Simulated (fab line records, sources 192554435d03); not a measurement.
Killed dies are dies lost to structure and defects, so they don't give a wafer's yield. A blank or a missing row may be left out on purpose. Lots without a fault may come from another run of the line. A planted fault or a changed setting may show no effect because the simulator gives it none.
fab line records | flow n5_finfet
record lots=24 wafers=72 last_day=17
route steps=1938 shown BEOL_M10@1474
lots that met no fault: from a run of the same line without faults
start_h: hours from the record's first day to the start of the lot's first wafer shown | wait_h: hours since the lot's step before | " the same as in the row above | L1.1+2: a row that stands for several wafers | - no value, or no start given | * or withheld: withheld | < > ~ a bound
route shown NAME@n: a module of which the file shows steps, and the number in the route of the first | usual: mean/standard deviation of fault-free wafers | same: alike in all rows | chamber/n: place in a boat | sites: the reading at each site | _std_site: their standard deviation | _edge_site: outer sites' mean less inner sites' | radius_mm: how far each site lies from the wafer's centre | mask NAME#n: copy n | behind: the tool/chamber that last shaped the wafer | hold: why the lot was held/for how many hours/how that ended | device: the transistor (n, p or np) that didn't switch | end of line: the same wafers' tests at the end of the route | a step without rows: its recipe alone | killed: dies lost to structure and defects at the first sort, not the wafer's yield | map: a wafer's dies, x killed, . not, _ none there
set.NAME: the setting as run; set.NAME@STEP: as run at that earlier step | model.NAME: the simulator's own value behind a step, which no gauge read
steps of the route over a sample of lots; a table a step, a row a wafer
services: from which hour (start_h, from the record's first day; less than 0 if before it) a tool's chamber was out of use, for how many hours, and why
## steps
# step N5_BEOL_M10_HM_DEP_02
# recipe material=TiN target_thk_a=200 temp_c=25 chamber_pressure_pa=0.49996
# usual throttle_valve_pct=29.9/1.3
# columns lot.wafer tool chamber start_h wait_h throttle_valve_pct
L074.1 pvd_sputter-01 - 214.32 1.3 30.5
L074.2 " - " " 27.9
L074.3 " - " " 28.9
L075.1 pvd_sputter-02 - 223.55 0.4 30.8
L075.3 " - " " 30.8
L075.5 " - " " 31.1
L076.1 pvd_sputter-03 - 239.97 1.6 28.7
L076.4 " - " " 30.8
L076.5 " - " " 28.3
L077.1 pvd_sputter-01 - 243.71 1.9 29.0
L077.3 " - " " 31.7
L077.5 " - " " 27.8
L078.1 pvd_sputter-03 - 243.90 1.6 28.9
L078.5 " - " " 28.5
L078.6 " - " " 28.5
L079.1 pvd_sputter-02 - 247.23 1.3 31.0
L079.3 " - " " 30.9
L079.5 " - " " 30.9
L082.2 pvd_sputter-01 - 260.19 2.1 29.0
L082.3 " - " " 31.7
L082.5 " - " " 31.7
L080.2 pvd_sputter-01 - 260.39 1.6 29.1
L080.3 " - " " 27.9
L080.6 " - " " 28.0
L081.1 pvd_sputter-01 - 260.49 1.4 30.5
L081.3 " - " " 29.2
L081.5 " - " " 29.0
L083.2 pvd_sputter-03 - 268.54 0.8 28.7
L083.3 " - " " 31.2
L083.6 " - " " 28.4
L086.1 pvd_sputter-02 - 291.78 0.9 30.8
L086.3 " - " " 30.9
L086.4 " - " " 30.9
L085.2 pvd_sputter-01 - 296.64 2.0 30.4
L085.3 " - " " 28.0
L085.4 " - " " 29.1
L084.1 pvd_sputter-01 - 296.74 2.0 29.2
L084.5 " - " " 27.6
L084.6 " - " " 30.6
L087.2 pvd_sputter-03 - 301.39 1.7 29.1
L087.3 " - " " 28.2
L087.5 " - " " 28.5
L088.2 pvd_sputter-03 - 301.91 1.3 28.6
L088.3 " - " " 31.0
L088.5 " - " " 28.5
L089.1 pvd_sputter-02 - 317.80 1.2 30.8
L089.2 " - " " 30.9
L089.3 " - " " 30.8
L090.1 pvd_sputter-02 - 317.94 1.2 30.8
L090.5 " - " " 30.8
L090.6 " - " " 31.0
L092.1 pvd_sputter-03 - 325.58 0.5 28.2
L092.2 " - " " 28.7
L092.4 " - " " 30.7
L091.1 pvd_sputter-02 - 328.91 1.0 30.8
L091.3 " - " " 30.8
L091.6 " - " " 30.6
L094.2 pvd_sputter-01 - 332.90 0.9 31.7
L094.5 " - " " 31.8
L094.6 " - " " 29.1
L093.3 pvd_sputter-02 - 340.27 0.4 31.0
L093.5 " - " " 31.1
L093.6 " - " " 30.9
L096.4 pvd_sputter-01 - 349.38 0.6 29.2
L096.5 " - " " 30.4
L096.6 " - " " 31.7
L095.1 pvd_sputter-01 - 349.53 0.1 29.0
L095.2 " - " " 30.3
L095.4 " - " " 28.0
L097.1 pvd_sputter-03 - 356.75 0.9 31.1
L097.2 " - " " 28.4
L097.6 " - " " 31.0
# step N5_BEOL_M10_ETCH_65
# recipe chemistry=CF4 target=SiARC target_depth_a=390 mask_material=CAR-ArF time_s=65 ion_energy_ev=80 pressure_mtorr=40 source_w=545 bias_w=36 Ar_flow_sccm=100 cf4_flow_sccm=100 ends=cleared
# usual drypump_motor_current_A=5.7/0.54 etch_rf_on_time_s=65.3/1.2 oes_product_au=0.69/0.084 rf_vpp_V=184.2/1.1 showerhead_plenum_p_Torr=2.15/0.06 throttle_valve_pct=15.64/0.24
# columns lot.wafer tool chamber start_h wait_h drypump_motor_current_A etch_rf_on_time_s oes_product_au rf_hours_counter_h rf_vpp_V showerhead_plenum_p_Torr throttle_valve_pct
L074.1 rie_diel-01 0 215.90 0.0 5.1 67.1 0.69 74 182.5 2.07 15.60
L074.2 " 1 " " 5.9 64.5 0.79 20 183.8 2.10 15.45
L074.3 " 2 " " 6.1 64.7 0.62 200 183.2 2.21 15.78
L075.1 rie_diel-06 3 225.71 0.0 5.8 64.7 0.62 176 183.4 2.13 15.91
L075.3 " 1 " " 5.1 65.5 0.63 165 185.4 2.14 15.57
L075.5 " 0 " " 4.9 65.0 0.70 - 183.4 2.09 15.62
L076.1 rie_diel-06 0 241.90 0.0 4.9 64.9 0.69 67 183.1 2.09 15.66
L076.4 " 3 " " 5.8 64.7 0.61 182 183.1 2.13 15.91
L076.5 " 2 " " 6.6 66.3 0.58 - 185.1 2.19 15.90
L077.1 rie_diel-05 1 246.49 0.0 5.8 66.1 0.65 123 185.9 2.24 15.79
L077.3 " 0 " " 6.6 64.5 0.84 3 182.3 2.11 15.16
L077.5 " 0 " " 6.6 63.7 0.85 - 182.7 2.11 15.17
L078.1 rie_diel-01 3 246.69 0.0 5.2 64.9 0.60 230 183.8 2.20 16.13
L078.5 " 1 " " 5.9 65.2 0.76 - 183.4 2.10 15.47
L078.6 " 2 " " 6.1 65.2 0.62 - 184.9 2.21 15.80
L079.1 rie_diel-05 3 253.54 0.0 5.7 65.2 0.69 78 186.7 2.25 15.32
L079.3 " 0 " " 6.6 63.7 0.84 5 182.1 2.11 15.17
L079.5 " 2 " " 5.1 65.4 0.58 - 183.9 2.20 15.99
L081.1 rie_diel-06 1 264.20 0.0 5.2 64.9 0.63 179 184.8 2.14 15.59
L081.3 " 2 " " 6.6 66.5 0.86 0 184.8 2.19 15.44
L081.5 " 1 " " 5.1 65.6 0.62 - 182.9 2.14 15.60
L082.2 rie_diel-05 3 264.48 0.0 5.7 65.4 0.69 81 184.3 2.24 15.33
L082.3 " 0 " " 6.6 64.1 0.83 8 184.0 2.11 15.18
L082.5 " 0 " " 6.6 64.3 0.82 - 183.8 2.11 15.18
L080.2 rie_diel-01 1 265.04 0.0 5.9 63.6 0.77 37 182.2 2.09 15.50
L080.3 " 3 " " 5.2 62.9 0.61 235 185.5 2.20 16.13
L080.6 " 3 " " 5.2 63.5 0.60 - 182.7 2.20 16.13
L083.2 rie_diel-06 2 270.74 0.0 6.6 66.6 0.83 2 184.1 2.19 15.42
L083.3 " 1 " " 5.2 65.8 0.62 181 183.1 2.14 15.60
L083.6 " 2 " " 6.6 66.4 0.83 - 186.6 2.19 15.42
L086.1 rie_diel-01 3 295.98 0.0 5.2 63.6 0.59 247 184.6 2.20 16.15
L086.3 " 0 " " 5.1 66.6 0.67 101 182.4 2.06 15.66
L086.4 " 1 " " 5.9 63.5 0.75 47 182.9 2.09 15.50
L085.2 rie_diel-05 2 298.27 0.0 5.1 63.6 0.85 4 184.2 2.19 15.54
L085.3 " 0 " " 6.6 63.8 0.79 23 184.6 2.10 15.21
L085.4 " 3 " " 5.7 65.8 0.67 96 185.3 2.24 15.36
L084.1 rie_diel-06 3 298.77 0.0 5.8 65.7 0.60 203 184.9 2.12 15.95
L084.5 " 0 " " 4.9 64.7 0.68 - 184.1 2.08 15.69
L084.6 " 1 " " 5.2 65.7 0.61 - 182.1 2.14 15.62
L087.2 rie_diel-01 0 303.37 0.0 5.1 69.0 0.65 104 183.4 2.06 15.68
L087.3 " 3 " " 5.2 65.8 0.58 249 184.9 2.19 16.15
L087.5 " 1 " " 5.9 65.5 0.74 - 183.8 2.09 15.50
L088.2 rie_diel-01 1 304.46 0.0 5.9 63.6 0.75 50 183.5 2.09 15.51
L088.3 " 3 " " 5.2 63.8 0.59 250 183.9 2.19 16.17
L088.5 " 0 " " 5.2 67.7 0.66 - 182.6 2.06 15.68
L089.1 rie_diel-05 3 319.95 0.0 5.7 64.7 0.68 104 184.1 2.24 15.37
L089.2 " 0 " " 6.6 63.6 0.78 31 182.2 2.10 15.23
L089.3 " 1 " " 5.7 64.9 0.64 150 186.0 2.23 15.86
L090.1 rie_diel-06 1 320.17 0.0 5.2 65.4 0.61 199 182.7 2.13 15.62
L090.5 " 0 " " 4.9 64.1 0.68 - 182.8 2.08 15.69
L090.6 " 3 " " 5.8 65.5 0.60 - 184.0 2.12 15.96
L092.1 rie_diel-01 3 328.19 0.0 5.2 64.1 0.85 1 185.9 2.19 15.62
L092.2 " 2 " " 6.1 65.0 0.60 243 184.8 2.20 15.86
L092.4 " 0 " " 5.1 67.1 0.65 116 183.8 2.06 15.70
L091.1 rie_diel-01 1 330.48 0.0 5.9 65.1 0.72 63 182.9 2.08 15.52
L091.3 " 0 " " 5.1 67.4 0.65 117 184.5 2.06 15.70
L091.6 " 3 " " 5.2 63.9 0.84 - 185.6 2.19 15.62
L094.2 rie_diel-05 2 337.74 0.0 5.1 64.0 0.81 17 184.5 2.19 15.55
L094.5 " 1 " " 5.8 66.0 0.63 - 184.4 2.23 15.86
L094.6 " 0 " " 6.6 63.9 0.77 - 182.8 2.10 15.24
L093.3 rie_diel-06 1 343.21 0.0 5.2 66.4 0.59 208 183.5 2.13 15.66
L093.5 " 2 " " 6.6 67.5 0.76 - 185.2 2.18 15.46
L093.6 " 0 " " 4.9 64.9 0.67 - 183.1 2.08 15.72
L095.1 rie_diel-01 1 352.44 0.0 5.9 65.0 0.71 69 183.5 2.08 15.54
L095.2 " 0 " " 5.1 67.7 0.64 124 182.0 2.06 15.71
L095.4 " 3 " " 5.3 64.7 0.80 - 185.0 2.19 15.64
L096.4 rie_diel-05 1 352.83 0.0 5.8 66.1 0.62 161 184.0 2.22 15.87
L096.5 " 3 " " 5.7 66.0 0.66 - 185.9 2.23 15.40
L096.6 " 2 " " 5.1 63.8 0.81 - 183.5 2.19 15.56
L097.1 rie_diel-05 0 358.50 0.0 6.6 64.3 0.76 44 183.2 2.09 15.25
L097.2 " 2 " " 5.1 64.0 0.80 25 185.5 2.19 15.56
L097.6 " 3 " " 5.7 66.3 0.66 - 185.1 2.23 15.39
# step N5_BEOL_M10_ETCH_66
# recipe chemistry=N2/H2 target=SOC target_depth_a=1200 overetch_a=240 mask_material=SiARC temp_c=40 time_s=180 ion_energy_ev=200 pressure_mtorr=30 source_w=840 bias_w=150 n2_flow_sccm=200 h2_flow_sccm=200
# usual drypump_motor_current_A=5.7/0.54 h2_flow_sccm=200.0/0.58 oes_product_au=0.65/0.076 rf_vpp_V=524.3/2.2 showerhead_plenum_p_Torr=2.55/0.077 throttle_valve_pct=17.81/0.23
# columns lot.wafer tool chamber start_h wait_h drypump_motor_current_A h2_flow_sccm oes_product_au rf_hours_counter_h rf_vpp_V showerhead_plenum_p_Torr throttle_valve_pct
L074.1 rie_diel-01 0 215.95 0.0 5.1 200.0 0.67 74 520.7 2.45 17.66
L074.2 " 1 " " 5.9 200.2 0.73 20 519.9 2.49 17.68
L074.3 " 2 " " 6.1 199.3 0.59 200 527.6 2.64 18.10
L075.1 rie_diel-06 3 225.76 0.0 5.8 200.5 0.59 176 522.5 2.53 18.06
L075.3 " 1 " " 5.2 200.4 0.60 165 523.1 2.53 17.58
L075.5 " 0 " " 4.9 200.1 0.67 - 522.6 2.48 17.78
L076.1 rie_diel-06 0 241.95 0.0 4.9 201.5 0.66 67 521.3 2.48 17.79
L076.4 " 3 " " 5.8 200.9 0.58 182 522.9 2.53 18.07
L076.5 " 2 " " 6.6 199.0 0.56 - 524.0 2.60 17.87
L077.1 rie_diel-05 1 246.54 0.0 5.7 199.0 0.62 123 527.1 2.66 18.02
L077.3 " 0 " " 6.6 199.6 0.80 3 523.3 2.50 17.49
L077.5 " 0 " " 6.6 199.5 0.79 - 521.6 2.50 17.52
L078.1 rie_diel-01 3 246.74 0.0 5.2 200.2 0.57 230 527.3 2.60 18.22
L078.5 " 1 " " 5.9 199.7 0.73 - 523.2 2.48 17.72
L078.6 " 2 " " 6.1 200.5 0.58 - 525.4 2.63 18.11
L079.1 rie_diel-05 3 253.59 0.0 5.7 199.7 0.66 78 528.2 2.67 17.52
L079.3 " 0 " " 6.6 201.0 0.78 5 522.8 2.49 17.51
L079.5 " 2 " " 5.1 200.0 0.54 - 526.7 2.62 18.16
L081.1 rie_diel-06 1 264.25 0.0 5.2 199.8 0.59 179 522.9 2.52 17.61
L081.3 " 2 " " 6.6 200.5 0.82 0 526.0 2.60 17.48
L081.5 " 1 " " 5.2 198.5 0.59 - 523.5 2.52 17.62
L082.2 rie_diel-05 3 264.53 0.0 5.7 200.3 0.65 82 529.1 2.67 17.54
L082.3 " 0 " " 6.6 199.5 0.78 8 522.2 2.49 17.51
L082.5 " 0 " " 6.6 199.3 0.78 - 523.1 2.49 17.53
L080.2 rie_diel-01 1 265.09 0.0 5.9 199.9 0.71 37 523.5 2.48 17.71
L080.3 " 3 " " 5.2 200.8 0.57 235 525.4 2.60 18.22
L080.6 " 3 " " 5.2 200.7 0.56 - 525.0 2.60 18.22
L083.2 rie_diel-06 2 270.79 0.0 6.6 201.1 0.79 2 525.1 2.59 17.49
L083.3 " 1 " " 5.1 199.0 0.60 181 522.5 2.52 17.62
L083.6 " 2 " " 6.6 200.9 0.79 - 526.7 2.59 17.49
L086.1 rie_diel-01 3 296.03 0.0 5.2 200.2 0.56 247 524.8 2.59 18.26
L086.3 " 0 " " 5.1 199.4 0.64 102 522.3 2.44 17.71
L086.4 " 1 " " 5.9 199.8 0.69 47 522.4 2.48 17.76
L085.2 rie_diel-05 2 298.32 0.0 5.1 200.2 0.79 5 525.9 2.61 17.78
L085.3 " 0 " " 6.6 200.1 0.75 23 523.3 2.49 17.54
L085.4 " 3 " " 5.7 200.3 0.65 96 527.9 2.67 17.54
L084.1 rie_diel-06 3 298.82 0.0 5.8 199.9 0.56 203 522.7 2.52 18.07
L084.5 " 0 " " 4.9 200.0 0.63 - 522.0 2.47 17.81
L084.6 " 1 " " 5.2 199.8 0.58 - 522.8 2.52 17.64
L087.2 rie_diel-01 0 303.42 0.0 5.2 200.5 0.64 104 520.5 2.44 17.72
L087.3 " 3 " " 5.2 200.5 0.56 249 527.1 2.59 18.24
L087.5 " 1 " " 6.0 199.3 0.70 - 522.2 2.48 17.75
L088.2 rie_diel-01 1 304.51 0.0 5.9 200.6 0.70 50 522.4 2.48 17.74
L088.3 " 3 " " 5.2 199.9 0.56 250 524.5 2.59 18.25
L088.5 " 0 " " 5.2 199.7 0.64 - 520.8 2.44 17.73
L089.1 rie_diel-05 3 320.00 0.0 5.7 200.3 0.63 104 528.7 2.66 17.59
L089.2 " 0 " " 6.6 199.4 0.74 32 522.4 2.48 17.56
L089.3 " 1 " " 5.7 199.7 0.60 150 526.3 2.65 18.06
L090.1 rie_diel-06 1 320.22 0.0 5.2 199.7 0.58 199 522.5 2.51 17.66
L090.5 " 0 " " 4.9 200.2 0.64 - 521.9 2.46 17.83
L090.6 " 3 " " 5.8 199.9 0.56 - 524.0 2.52 18.12
L092.1 rie_diel-01 3 328.24 0.0 5.2 200.3 0.79 1 525.8 2.59 17.73
L092.2 " 2 " " 6.1 199.9 0.56 243 525.3 2.62 18.18
L092.4 " 0 " " 5.2 200.3 0.63 116 522.3 2.43 17.73
L091.1 rie_diel-01 1 330.53 0.0 5.9 200.4 0.69 63 523.6 2.47 17.75
L091.3 " 0 " " 5.2 200.2 0.62 117 520.2 2.43 17.76
L091.6 " 3 " " 5.3 199.5 0.79 - 524.7 2.59 17.74
L094.2 rie_diel-05 2 337.79 0.0 5.1 200.3 0.76 17 525.3 2.61 17.81
L094.5 " 1 " " 5.8 198.9 0.60 - 527.4 2.65 18.08
L094.6 " 0 " " 6.6 200.0 0.73 - 521.2 2.48 17.56
L093.3 rie_diel-06 1 343.26 0.0 5.2 200.8 0.58 208 523.6 2.51 17.65
L093.5 " 2 " " 6.6 199.5 0.73 - 525.0 2.58 17.53
L093.6 " 0 " " 4.9 201.0 0.63 - 520.4 2.46 17.85
L095.1 rie_diel-01 1 352.49 0.0 5.9 199.4 0.68 69 522.8 2.47 17.79
L095.2 " 0 " " 5.2 200.8 0.63 124 522.4 2.43 17.77
L095.4 " 3 " " 5.2 200.6 0.77 - 525.6 2.59 17.75
L096.4 rie_diel-05 1 352.88 0.0 5.7 200.4 0.59 161 525.3 2.64 18.08
L096.5 " 3 " " 5.7 199.8 0.63 - 527.5 2.66 17.60
L096.6 " 2 " " 5.1 200.6 0.74 - 525.4 2.61 17.81
L097.1 rie_diel-05 0 358.55 0.0 6.6 199.8 0.71 44 521.7 2.48 17.57
L097.2 " 2 " " 5.1 199.9 0.74 25 526.1 2.61 17.80
L097.6 " 3 " " 5.7 200.2 0.63 - 525.0 2.66 17.59
# step N5_BEOL_M10_VIA_ETCH_34
# recipe chemistry=C4F6/O2 target=SiCOH_lowk target_depth_a=1845 mask_material=SOC taper_deg=4 time_s=69.2 ion_energy_ev=250 pressure_mtorr=30 source_w=345 bias_w=185 Ar_flow_sccm=300 C4F6_flow_sccm=10 O2_flow_sccm=10
# usual drypump_motor_current_A=5.7/0.54 oes_f_703_au=0.80/0.092 oes_product_au=0.80/0.098 rf_vpp_V=673/9.6 showerhead_plenum_p_Torr=2.87/0.08 throttle_valve_pct=20.96/0.22
# columns lot.wafer tool chamber start_h wait_h drypump_motor_current_A oes_f_703_au oes_product_au rf_hours_counter_h rf_vpp_V showerhead_plenum_p_Torr throttle_valve_pct
L074.1 rie_diel-01 0 216.07 0.0 5.1 0.79 0.81 74 686 2.77 20.99
L074.2 " 1 " " 5.9 0.92 0.92 20 667 2.78 20.78
L074.3 " 2 " " 6.1 0.75 0.72 201 662 2.94 21.05
L075.1 rie_diel-06 3 225.89 0.0 5.8 0.74 0.72 176 665 2.82 21.05
L075.3 " 1 " " 5.2 0.74 0.74 165 662 2.86 20.86
L075.5 " 0 " " 4.9 0.82 0.83 - 676 2.76 20.83
L076.1 rie_diel-06 0 242.07 0.0 4.9 0.82 0.81 67 676 2.76 20.84
L076.4 " 3 " " 5.8 0.72 0.71 182 665 2.82 21.08
L076.5 " 2 " " 6.6 0.68 0.68 - 676 2.92 21.12
L077.1 rie_diel-05 1 246.66 0.0 5.7 0.75 0.76 123 691 2.96 21.06
L077.3 " 0 " " 6.6 0.98 0.99 3 667 2.82 20.66
L077.5 " 0 " " 6.6 0.98 0.99 - 667 2.82 20.65
L078.1 rie_diel-01 3 246.86 0.0 5.3 0.70 0.70 230 678 2.93 21.48
L078.5 " 1 " " 5.9 0.90 0.90 - 665 2.78 20.77
L078.6 " 2 " " 6.1 0.75 0.72 - 662 2.93 21.06
L079.1 rie_diel-05 3 253.72 0.0 5.7 0.79 0.81 78 666 2.99 20.60
L079.3 " 0 " " 6.6 0.96 0.98 5 667 2.82 20.65
L079.5 " 2 " " 5.1 0.67 0.68 - 684 2.94 21.36
L081.1 rie_diel-06 1 264.38 0.0 5.1 0.72 0.73 179 661 2.85 20.88
L081.3 " 2 " " 6.6 0.98 0.98 0 675 2.92 20.79
L081.5 " 1 " " 5.2 0.71 0.72 - 660 2.85 20.89
L082.2 rie_diel-05 3 264.65 0.0 5.7 0.79 0.81 82 665 2.98 20.61
L082.3 " 0 " " 6.6 0.95 0.98 8 667 2.82 20.66
L082.5 " 0 " " 6.6 0.94 0.97 - 667 2.82 20.66
L080.2 rie_diel-01 1 265.22 0.0 5.9 0.89 0.89 37 666 2.78 20.80
L080.3 " 3 " " 5.2 0.69 0.69 235 675 2.93 21.48
L080.6 " 3 " " 5.3 0.70 0.71 - 677 2.93 21.47
L083.2 rie_diel-06 2 270.91 0.0 6.6 0.96 0.98 3 676 2.92 20.78
L083.3 " 1 " " 5.1 0.72 0.72 182 661 2.85 20.90
L083.6 " 2 " " 6.6 0.96 0.97 - 676 2.92 20.79
L086.1 rie_diel-01 3 296.15 0.0 5.2 0.69 0.70 247 677 2.92 21.50
L086.3 " 0 " " 5.2 0.76 0.78 102 684 2.76 21.02
L086.4 " 1 " " 5.9 0.87 0.88 47 666 2.77 20.81
L085.2 rie_diel-05 2 298.44 0.0 5.1 0.97 0.99 5 685 2.94 21.07
L085.3 " 0 " " 6.6 0.92 0.93 23 666 2.81 20.66
L085.4 " 3 " " 5.7 0.78 0.78 96 666 2.98 20.60
L084.1 rie_diel-06 3 298.94 0.0 5.8 0.72 0.70 203 663 2.81 21.10
L084.5 " 0 " " 4.9 0.81 0.80 - 675 2.75 20.87
L084.6 " 1 " " 5.1 0.72 0.72 - 661 2.84 20.90
L087.2 rie_diel-01 0 303.55 0.0 5.2 0.76 0.78 104 684 2.76 21.02
L087.3 " 3 " " 5.2 0.69 0.69 249 677 2.92 21.51
L087.5 " 1 " " 5.9 0.87 0.87 - 666 2.77 20.81
L088.2 rie_diel-01 1 304.63 0.0 6.0 0.86 0.86 50 665 2.77 20.82
L088.3 " 3 " " 5.3 0.69 0.68 250 676 2.92 21.50
L088.5 " 0 " " 5.1 0.75 0.78 - 683 2.76 21.02
L089.1 rie_diel-05 3 320.12 0.0 5.7 0.77 0.78 104 666 2.97 20.65
L089.2 " 0 " " 6.6 0.90 0.93 32 667 2.81 20.70
L089.3 " 1 " " 5.7 0.74 0.74 150 692 2.95 21.09
L090.1 rie_diel-06 1 320.34 0.0 5.2 0.71 0.71 199 661 2.84 20.92
L090.5 " 0 " " 4.9 0.79 0.80 - 677 2.75 20.90
L090.6 " 3 " " 5.8 0.71 0.69 - 664 2.80 21.13
L092.1 rie_diel-01 3 328.37 0.0 5.2 0.98 0.98 1 676 2.92 21.05
L092.2 " 2 " " 6.1 0.72 0.69 243 660 2.92 21.11
L092.4 " 0 " " 5.1 0.74 0.77 116 684 2.75 21.04
L091.1 rie_diel-01 1 330.65 0.0 5.9 0.85 0.85 63 666 2.77 20.85
L091.3 " 0 " " 5.1 0.74 0.76 117 683 2.75 21.04
L091.6 " 3 " " 5.3 0.99 0.98 - 677 2.92 21.06
L094.2 rie_diel-05 2 337.91 0.0 5.1 0.92 0.96 17 683 2.94 21.09
L094.5 " 1 " " 5.7 0.72 0.73 - 690 2.95 21.08
L094.6 " 0 " " 6.6 0.88 0.90 - 668 2.81 20.71
L093.3 rie_diel-06 1 343.38 0.0 5.1 0.70 0.70 208 660 2.84 20.92
L093.5 " 2 " " 6.6 0.89 0.88 - 676 2.91 20.84
L093.6 " 0 " " 4.9 0.78 0.79 - 676 2.74 20.92
L095.1 rie_diel-01 1 352.61 0.0 5.9 0.84 0.84 70 665 2.76 20.88
L095.2 " 0 " " 5.1 0.74 0.76 124 682 2.75 21.05
L095.4 " 3 " " 5.2 0.95 0.95 - 677 2.92 21.07
L096.4 rie_diel-05 1 353.00 0.0 5.7 0.73 0.74 161 691 2.95 21.13
L096.5 " 3 " " 5.7 0.76 0.78 - 665 2.97 20.65
L096.6 " 2 " " 5.1 0.92 0.94 - 684 2.93 21.08
L097.1 rie_diel-05 0 358.68 0.0 6.6 0.88 0.89 44 666 2.80 20.70
L097.2 " 2 " " 5.1 0.90 0.94 25 681 2.93 21.09
L097.6 " 3 " " 5.7 0.76 0.77 - 666 2.97 20.66
# step N5_BEOL_M10_DEGAS_44
# recipe ambient=vacuum temp_c=250 time_s=60
# usual heater_power_w=344/28
# columns lot.wafer tool chamber start_h wait_h heater_power_w
L074.1 pvd_sputter-03 - 217.87 1.1 352
L074.2 " - " " 286
L074.3 " - " " 319
L075.1 pvd_sputter-03 - 226.89 0.5 293
L075.3 " - " " 349
L075.5 " - " " 353
L076.1 pvd_sputter-03 - 244.00 1.4 346
L076.4 " - " " 279
L076.5 " - " " 345
L077.1 pvd_sputter-02 - 247.57 0.4 366
L077.3 " - " " 348
L077.5 " - " " 350
L078.1 pvd_sputter-02 - 247.81 0.3 338
L078.5 " - " " 353
L078.6 " - " " 349
L079.1 pvd_sputter-02 - 255.81 1.5 367
L079.3 " - " " 338
L079.5 " - " " 371
L081.1 pvd_sputter-03 - 265.21 0.3 347
L081.3 " - " " 278
L081.5 " - " " 348
L082.2 pvd_sputter-01 - 265.59 0.3 318
L082.3 " - " " 370
L082.5 " - " " 385
L080.2 pvd_sputter-02 - 267.70 1.8 363
L080.3 " - " " 350
L080.6 " - " " 348
L083.2 pvd_sputter-02 - 272.28 0.4 351
L083.3 " - " " 347
L083.6 " - " " 356
L086.1 pvd_sputter-02 - 297.01 0.3 353
L086.3 " - " " 340
L086.4 " - " " 367
L085.2 pvd_sputter-01 - 300.94 1.8 318
L085.3 " - " " 364
L085.4 " - " " 292
L084.1 pvd_sputter-01 - 301.02 1.4 322
L084.5 " - " " 373
L084.6 " - " " 319
L087.2 pvd_sputter-01 - 304.84 0.5 381
L087.3 " - " " 293
L087.5 " - " " 380
L088.2 pvd_sputter-01 - 305.67 0.2 297
L088.3 " - " " 376
L088.5 " - " " 376
L089.1 pvd_sputter-01 - 321.67 1.0 319
L089.2 " - " " 374
L089.3 " - " " 368
L090.1 pvd_sputter-01 - 321.75 0.9 390
L090.5 " - " " 317
L090.6 " - " " 364
L092.1 pvd_sputter-02 - 329.35 0.4 343
L092.2 " - " " 345
L092.4 " - " " 328
L091.1 pvd_sputter-02 - 331.91 0.7 337
L091.3 " - " " 368
L091.6 " - " " 373
L094.2 pvd_sputter-01 - 339.07 0.5 374
L094.5 " - " " 321
L094.6 " - " " 377
L093.3 pvd_sputter-01 - 344.81 0.7 383
L093.5 " - " " 290
L093.6 " - " " 372
L095.1 pvd_sputter-01 - 353.65 0.5 294
L095.2 " - " " 371
L095.4 " - " " 327
L096.4 pvd_sputter-01 - 354.03 0.2 292
L096.5 " - " " 314
L096.6 " - " " 293
L097.1 pvd_sputter-03 - 361.61 2.4 309
L097.2 " - " " 287
L097.6 " - " " 353
# step N5_BEOL_M10_THK_MEAS_53
# recipe thk_meas_gauge=xrf reads=Cu_of_BEOL_M10_ECD_50
# usual M10_THK=139.5/2.8
# columns lot.wafer tool chamber start_h wait_h M10_THK[nm]
L074.1 film_metro-02 - 221.37 - 135.8
L074.2 " - " " 140.3
L074.3 " - " " 136.3
L075.1 film_metro-02 - 228.78 - 138.9
L075.3 " - " " 138.6
L075.5 " - " " 140.6
L076.1 film_metro-02 - 245.38 - 138.5
L076.4 " - " " 138.9
L076.5 " - " " 134.7
L077.1 film_metro-01 - 249.12 - 136.8
L077.3 " - " " 143.5
L077.5 " - " " 143.0
L078.1 film_metro-01 - 249.66 - 140.2
L078.5 " - " " 140.3
L078.6 " - " " 136.2
L079.1 film_metro-01 - 257.30 - 141.5
L079.3 " - " " 144.1
L079.5 " - " " 139.7
L081.1 film_metro-01 - 266.81 - 140.7
L081.3 " - " " 135.4
L081.5 " - " " 141.5
L082.2 film_metro-01 - 268.70 - 140.0
L082.3 " - " " 140.2
L082.5 " - " " 143.2
L080.2 film_metro-01 - 269.34 - 141.5
L080.3 " - " " 140.4
L080.6 " - " " 143.6
L083.2 film_metro-01 - 275.42 - 140.2
L083.3 " - " " 139.4
L083.6 " - " " 137.4
L086.1 film_metro-02 - 299.07 - 139.4
L086.3 " - " " 136.2
L086.4 " - " " 145.0
L084.1 film_metro-02 - 302.56 - 137.3
L084.5 " - " " 142.1
L084.6 " - " " 138.4
L085.2 film_metro-02 - 302.83 - 146.2
L085.3 " - " " 143.0
L085.4 " - " " 138.0
L087.2 film_metro-01 - 306.27 - 136.9
L087.3 " - " " 139.1
L087.5 " - " " 138.8
L088.2 film_metro-02 - 309.03 - 141.4
L088.3 " - " " 140.2
L088.5 " - " " 140.1
L089.1 film_metro-02 - 323.39 - 136.7
L089.2 " - " " 142.9
L089.3 " - " " 139.4
L090.1 film_metro-01 - 323.89 - 136.2
L090.5 " - " " 142.5
L090.6 " - " " 137.0
L092.1 film_metro-01 - 330.83 - 140.8
L092.2 " - " " 138.1
L092.4 " - " " 136.9
L091.1 film_metro-01 - 333.93 - 141.6
L091.3 " - " " 138.6
L091.6 " - " " 145.6
L094.2 film_metro-01 - 341.02 - 143.0
L094.5 " - " " 138.8
L094.6 " - " " 141.5
L093.3 film_metro-01 - 346.63 - 139.1
L093.5 " - " " 137.0
L093.6 " - " " 142.3
L095.1 film_metro-02 - 355.24 - 137.8
L095.2 " - " " 134.7
L095.4 " - " " 140.1
L096.4 film_metro-02 - 357.08 - 136.6
L096.5 " - " " 139.3
L096.6 " - " " 145.9
L097.1 film_metro-01 - 363.29 - 143.6
L097.2 " - " " 144.8
L097.6 " - " " 140.4
## services
# columns tool chamber start_h hours kind
rie_diel-01 1 194.65 3.8 repair
rie_diel-05 1 208.51 1.2 repair
rie_diel-05 0 212.49 - clean
rie_diel-05 0 212.49 - consumable_replace:focus_ring
rie_diel-05 0 212.49 26.6 scheduled_down
rie_diel-05 0 212.49 26.6 vent_cycle
rie_diel-06 - 229.49 2.8 pm
rie_diel-05 1 251.98 3.1 repair
rie_diel-05 2 263.06 - clean
rie_diel-05 2 263.06 - consumable_replace:focus_ring
pvd_sputter-03 - 279.46 4.2 repair
rie_diel-01 2 285.88 1.5 repair
rie_diel-01 0 288.34 2.1 repair
rie_diel-01 3 305.54 - clean
rie_diel-01 3 305.54 - consumable_replace:focus_ring
rie_diel-01 3 305.54 19.3 scheduled_down
rie_diel-01 3 305.54 19.3 vent_cycle
rie_diel-06 3 325.99 4.0 repair
rie_diel-06 2 334.33 4.9 repair
rie_diel-06 3 343.16 4.0 repair
rie_diel-01 2 351.41 - clean
rie_diel-01 2 351.41 - consumable_replace:focus_ring
rie_diel-01 2 351.41 12.2 scheduled_down
rie_diel-01 2 351.41 12.2 vent_cycle
## key
fault none
